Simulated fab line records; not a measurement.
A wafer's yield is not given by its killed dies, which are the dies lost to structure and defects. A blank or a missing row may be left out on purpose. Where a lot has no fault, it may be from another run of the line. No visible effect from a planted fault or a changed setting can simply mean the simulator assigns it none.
Which tool was responsible? + flow nand harc + 36 wafers from 12 lots sampled at 6 of the route's 1159 steps

WHAT THE GAUGES SHOWED, per wafer
NHARC_P_GATE_CD_MEAS_33. Usual: 119.2 nm for cd nm, sd 2.9.
| lot  | measured     | on        | cd nm (nm)        | flag |
|------|--------------|-----------|-------------------|------|
| L749 | day 5 05:18  | cd sem-01 | 119.1 116.0 118.6 |      |
| L750 | day 5 10:42  | cd sem-02 | 119.9 119.7 120.0 |      |
| L751 | day 5 15:42  | cd sem-02 | 120.7 123.1 123.5 |      |
| L752 | day 5 23:39  | cd sem-01 | 121.1 121.0 124.1 |      |
| L753 | day 6 00:22  | cd sem-03 | 119.3 119.0 120.3 |      |
| L754 | day 6 09:12  | cd sem-02 | 122.2 117.4 117.3 |      |
| L759 | day 8 01:04  | cd sem-03 | 120.6 119.2 124.4 |      |
| L764 | day 9 00:34  | cd sem-02 | 119.5 120.4 113.9 |      |
| L765 | day 9 01:11  | cd sem-01 | 122.7 117.3 119.4 |      |
| L767 | day 9 12:02  | cd sem-02 | 121.9 120.3 119.5 |      |
| L768 | day 10 01:56 | cd sem-01 | 114.6 120.8 118.1 |      |
| L769 | day 10 09:56 | cd sem-01 | 116.3 116.5 118.3 |      |

NHARC_P_GATE_INSPECT_68. Usual: 222 for raw defect count, sd 77.
| lot  | measured     | on                | raw defect count | flag |
|------|--------------|-------------------|------------------|------|
| L749 | day 6 01:07  | defect inspect-02 | 159 159 154      |      |
| L750 | day 6 07:43  | defect inspect-02 | 152 259 195      |      |
| L751 | day 6 09:03  | defect inspect-02 | 183 229 250      |      |
| L752 | day 6 18:54  | defect inspect-01 | 226 208 182      |      |
| L753 | day 6 18:04  | defect inspect-02 | 270 208 274      |      |
| L754 | day 7 02:53  | defect inspect-02 | 238 186 247      |      |
| L759 | day 8 19:17  | defect inspect-02 | 188 1022 176     | OFF  |
| L764 | day 9 19:09  | defect inspect-02 | 257 254 315      |      |
| L765 | day 9 20:06  | defect inspect-01 | 193 320 417      |      |
| L767 | day 10 05:53 | defect inspect-02 | 110 112 192      |      |
| L768 | day 10 21:52 | defect inspect-01 | 173 248 195      |      |
| L769 | day 11 03:35 | defect inspect-01 | 210 417 343      |      |

NHARC_END_SORT_01. Usual: killed at array 21, standard deviation 8.9; killed at other 0.8, standard deviation 1.3; killed at periphery 3.6, standard deviation 2.4; killed dies 26, standard deviation 8.9; killed open 3.1, standard deviation 1.8; killed short 1.9, standard deviation 1.3.
| lot  | measured     | on        | killed at array | killed at other | killed at periphery | killed dies | killed open | killed short | flag |
|------|--------------|-----------|-----------------|-----------------|---------------------|-------------|-------------|--------------|------|
| L759 | day 23 00:34 | prober-02 | 24 20 13        | 0 2 1           | 4 38 5              | 28 60 19    | 3 6 6       | 4 1 2        | OFF  |

WHICH TOOL RAN EACH LOT (tool, then ch and the chambers of the sampled wafers, then the start)
| lot  | NHARC_P_GATE_HM_OPEN_105           | NHARC_P_GATE_ETCHBACK_37                      | NHARC_P_CONTACT_CMP_01        |
|------|------------------------------------|-----------------------------------------------|-------------------------------|
| L749 | rie diel-07 ch 0,1, day 5 04:00    | rie diel-06 ch 0,2,3, day 6 01:07 or earlier  | cmp-01 ch 0,2,3, day 6 02:08  |
| L750 | rie diel-03 ch 0,2, day 5 10:00    | rie diel-07 ch 1,2,3, day 6 07:43 or earlier  | cmp-01 ch 2,3, day 6 08:37    |
| L751 | rie diel-06 ch 1,2, day 5 15:00    | rie diel-06 ch 1,2,3, day 6 09:03 or earlier  | cmp-04 ch 0,2,3, day 6 09:50  |
| L752 | rie diel-06 ch 0,2,3, day 5 23:00  | rie diel-03 ch 0,2,3, day 6 18:54 or earlier  | cmp-01 ch 2,3, day 6 19:41    |
| L753 | rie diel-03 ch 0,1,3, day 5 23:00  | rie diel-06 ch 1,2,3, day 6 18:04 or earlier  | cmp-04 ch 0,1, day 6 18:50    |
| L754 | rie diel-07 ch 0,2, day 6 08:00    | rie diel-03 ch 1,3, day 7 02:53 or earlier    | cmp-02 ch 1,2, day 7 04:03    |
| L759 | rie diel-06 ch 0,2,3, day 8 00:00  | rie diel-03 ch 0,1,3, day 8 19:17 or earlier  | cmp-02 ch 0,1,2, day 8 20:32  |
| L764 | rie diel-07 ch 0,1,2, day 8 23:00  | rie diel-07 ch 0,1,3, day 9 19:09 or earlier  | cmp-01 ch 0,2,3, day 9 19:59  |
| L765 | rie diel-07 ch 0,1, day 9 00:00    | rie diel-03 ch 0,1,3, day 9 20:06 or earlier  | cmp-01 ch 1,2, day 9 20:55    |
| L767 | rie diel-07 ch 0,1,2, day 9 11:00  | rie diel-03 ch 0,1,3, day 10 05:53 or earlier | cmp-02 ch 1,2,3, day 10 06:43 |
| L768 | rie diel-07 ch 0,1,3, day 10 01:00 | rie diel-06 ch 0,1,2, day 10 21:52 or earlier | cmp-04 ch 1,2,3, day 10 22:38 |
| L769 | rie diel-07 ch 0,1,2, day 10 09:00 | rie diel-03 ch 0,3, day 11 03:35 or earlier   | cmp-01 ch 2,3, day 11 04:22   |
- NHARC_P_GATE_HM_OPEN_105: chemistry O2/COS, target depth 360 nm.
- NHARC_P_GATE_ETCHBACK_37: etches the open film in CHF3/O2, target depth 34.5 nm, time 17.2 s.
- NHARC_P_CONTACT_CMP_01: polishes SiO2, target thk 200 nm.

WHAT THE TOOLS THEMSELVES READ (means of the sampled wafers that have a number; where no wafer has one, the mark that the record gives instead)
NHARC_P_GATE_HM_OPEN_105. Usual: drypump motor current A 5.5 A, standard deviation 0.35; oes product au 0.998 a.u., standard deviation 0.011; rf vpp V 468 V, standard deviation 3.1; showerhead plenum p Torr 3.15 Torr, standard deviation 0.15; throttle valve pct 28.330 %, standard deviation 0.009.
| lot  | tool        | drypump motor current A (A) | oes product au (a.u.) | rf vpp V (V) | showerhead plenum p Torr (Torr) | throttle valve pct (%) | flag |
|------|-------------|-----------------------------|-----------------------|--------------|---------------------------------|------------------------|------|
| L749 | rie diel-07 | 5.4                         | 1.009                 | 470          | 3.28                            | 28.318                 |      |
| L750 | rie diel-03 | 5.2                         | 1.004                 | 467          | 3.16                            | 28.334                 |      |
| L751 | rie diel-06 | 5.4                         | 1.014                 | 464          | 2.97                            | 28.340                 |      |
| L752 | rie diel-06 | 5.8                         | 1.002                 | 464          | 2.97                            | 28.332                 |      |
| L753 | rie diel-03 | 5.8                         | 0.992                 | 467          | 3.08                            | 28.327                 |      |
| L754 | rie diel-07 | 5.2                         | 1.000                 | 469          | 3.21                            | 28.340                 |      |
| L759 | rie diel-06 | 5.8                         | 0.998                 | 464          | 2.96                            | 28.333                 |      |
| L764 | rie diel-07 | 5.4                         | 0.999                 | 470          | 3.24                            | 28.318                 |      |
| L765 | rie diel-07 | 5.4                         | 0.995                 | 471          | 3.27                            | 28.328                 |      |
| L767 | rie diel-07 | 5.3                         | 1.008                 | 469          | 3.24                            | 28.329                 |      |
| L768 | rie diel-07 | 5.4                         | 0.998                 | 470          | 3.28                            | 28.330                 |      |
| L769 | rie diel-07 | 5.3                         | 0.997                 | 469          | 3.24                            | 28.322                 |      |

NHARC_P_GATE_ETCHBACK_37. Usual: drypump motor current A 5.5 A, standard deviation 0.42; oes product au 0.95 a.u., standard deviation 0.037; rf vpp V 370.8 V, standard deviation 2.5; showerhead plenum p Torr 2.41 Torr, standard deviation 0.11; throttle valve pct 20.572 %, standard deviation 0.01.
| lot  | tool        | drypump motor current A (A) | oes product au (a.u.) | rf vpp V (V) | showerhead plenum p Torr (Torr) | throttle valve pct (%) | flag |
|------|-------------|-----------------------------|-----------------------|--------------|---------------------------------|------------------------|------|
| L749 | rie diel-06 | 5.8                         | 0.93                  | 368.7        | 2.28                            | 20.569                 |      |
| L750 | rie diel-07 | 5.5                         | 0.93                  | 373.6        | 2.53                            | 20.582                 |      |
| L751 | rie diel-06 | 5.6                         | 0.94                  | 367.9        | 2.30                            | 20.582                 |      |
| L752 | rie diel-03 | 5.2                         | 0.99                  | 369.6        | 2.38                            | 20.570                 |      |
| L753 | rie diel-06 | 5.5                         | 1.01                  | 368.2        | 2.30                            | 20.570                 |      |
| L754 | rie diel-03 | 5.8                         | 1.00                  | 368.3        | 2.32                            | 20.559                 |      |
| L759 | rie diel-03 | 5.8                         | 1.00                  | 369.6        | 2.36                            | 20.575                 |      |
| L764 | rie diel-07 | 5.4                         | 0.92                  | 372.8        | 2.52                            | 20.582                 |      |
| L765 | rie diel-03 | 5.8                         | 0.99                  | 369.2        | 2.36                            | 20.580                 |      |
| L767 | rie diel-03 | 5.8                         | 1.00                  | 370.2        | 2.36                            | 20.583                 |      |
| L768 | rie diel-06 | 5.4                         | 1.00                  | 368.6        | 2.29                            | 20.577                 |      |
| L769 | rie diel-03 | 5.5                         | 0.98                  | 373.4        | 2.52                            | 20.572                 |      |

NHARC_P_CONTACT_CMP_01. Usual: 11.9 A for motor current A, sd 1.3.
| lot  | tool   | motor current A (A) | flag |
|------|--------|---------------------|------|
| L749 | cmp-01 | 12.1                |      |
| L750 | cmp-01 | 12.1                |      |
| L751 | cmp-04 | 11.5                |      |
| L752 | cmp-01 | 13.2                |      |
| L753 | cmp-04 | 11.9                |      |
| L754 | cmp-02 | 12.5                |      |
| L759 | cmp-02 | 11.7                |      |
| L764 | cmp-01 | 12.4                |      |
| L765 | cmp-01 | 11.9                |      |
| L767 | cmp-02 | 11.8                |      |
| L768 | cmp-04 | 11.4                |      |
| L769 | cmp-01 | 12.8                |      |

THE ANSWER, worked out from the rows above alone
Rule: a lot is off if the mean of its wafers that have a number lies more than 3 standard deviations from the usual mean. A lot without any number at a reading at which 4 lots or more have one is off too. Where the step has rows for the other lots, those lots are counted as sound. Order of review: gauges by route order, followed by the tools' own readings, for which a lot's mean as printed above is used. The first step at which some lot is off is used, and at that step the reading that is off furthest; a lot without a number counts as furthest.
Off: L759 (NHARC_P_GATE_INSPECT_68, raw defect count).
If a tool, at a process step before that reading, ran all the lots that are off and no sound lot after the first of them, it fits. Not tried: the gauges at NHARC_P_GATE_INSPECT_68; whatever is off there is also off at NHARC_END_SORT_01, on other tools, and gauge error can't account for it. Because NHARC_P_GATE_ETCHBACK_37 lacks a start for some lots, the hours and order of its lots are taken from NHARC_P_GATE_INSPECT_68. One fits: rie diel-06 at NHARC_P_GATE_HM_OPEN_105. A fault onset in the window from L752 (day 5 23:00, its last sound lot) to L759 (day 8 00:00, its first lot off) fits.

WHAT THE SIMULATOR PUT IN
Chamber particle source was rie diel-06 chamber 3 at NHARC_P_GATE_HM_OPEN_105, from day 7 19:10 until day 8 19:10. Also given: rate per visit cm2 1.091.
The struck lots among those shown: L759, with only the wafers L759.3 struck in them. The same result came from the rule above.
